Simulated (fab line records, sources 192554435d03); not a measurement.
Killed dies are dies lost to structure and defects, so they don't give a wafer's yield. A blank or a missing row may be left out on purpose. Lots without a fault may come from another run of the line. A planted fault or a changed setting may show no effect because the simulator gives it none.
Chamber matching | flow n5_finfet | N5_BEOL_M10_DEP_56 on pecvd-01: 3 sister chambers
The step deposits SiCN from 3MS/NH3, target thk 15 nm, time 26.5 s. 6 wafers are shown with their chamber, then 8 later ones without.

WAFERS WITH THEIR CHAMBER
wafer  | chamber | showerhead_plenum_p_Torr (Torr) | throttle_valve_pct (%)
L085.2 | 1       | 3.678                           | 9.4
L088.6 | 2       | 3.632                           | 8.6
L093.1 | 2       | 3.643                           | 8.7
L093.5 | 0       | 3.644                           | 9.6
L093.6 | 1       | 3.672                           | 9.0
L092.1 | 0       | 3.642                           | 9.8

WAFERS WITHOUT THEIR CHAMBER
wafer  | showerhead_plenum_p_Torr (Torr) | throttle_valve_pct (%)
L092.4 | 3.681                           | 9.3
L092.6 | 3.651                           | 9.8
L097.1 | 3.643                           | 9.7
L097.2 | 3.678                           | 9.2
L097.4 | 3.638                           | 9.5
L096.2 | 3.655                           | 8.5
L096.3 | 3.642                           | 9.6
L096.4 | 3.635                           | 8.4

WHICH CHAMBER EACH WENT THROUGH
wafer  | from the rows above     | in truth
L092.4 | 1                       | 1
L092.6 | 0                       | 0
L097.1 | 0                       | 0
L097.2 | 1                       | 1
L097.4 | 0                       | 0
L096.2 | can't be placed: 2 or 1 | 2
L096.3 | 0                       | 0
L096.4 | 2                       | 2
Placed correctly: 7 of 8. Can't be placed from these rows: 1 (the true chamber is among the candidates in 1). Placed wrongly: 0.
How it was worked out, from the rows above alone: a wafer's distance from a chamber is the root of the sum, over the readings, of the square of ((its reading less the chamber's mean) divided by the reading's scatter). The wafer belongs to the nearest chamber; if the next one is less than 2 further off, it can't be placed. A chamber's mean is the mean of its shown wafers. The scatter: the root of (the sum of the squares of (reading less its chamber's mean) over the shown wafers, divided by (wafers less chambers)).
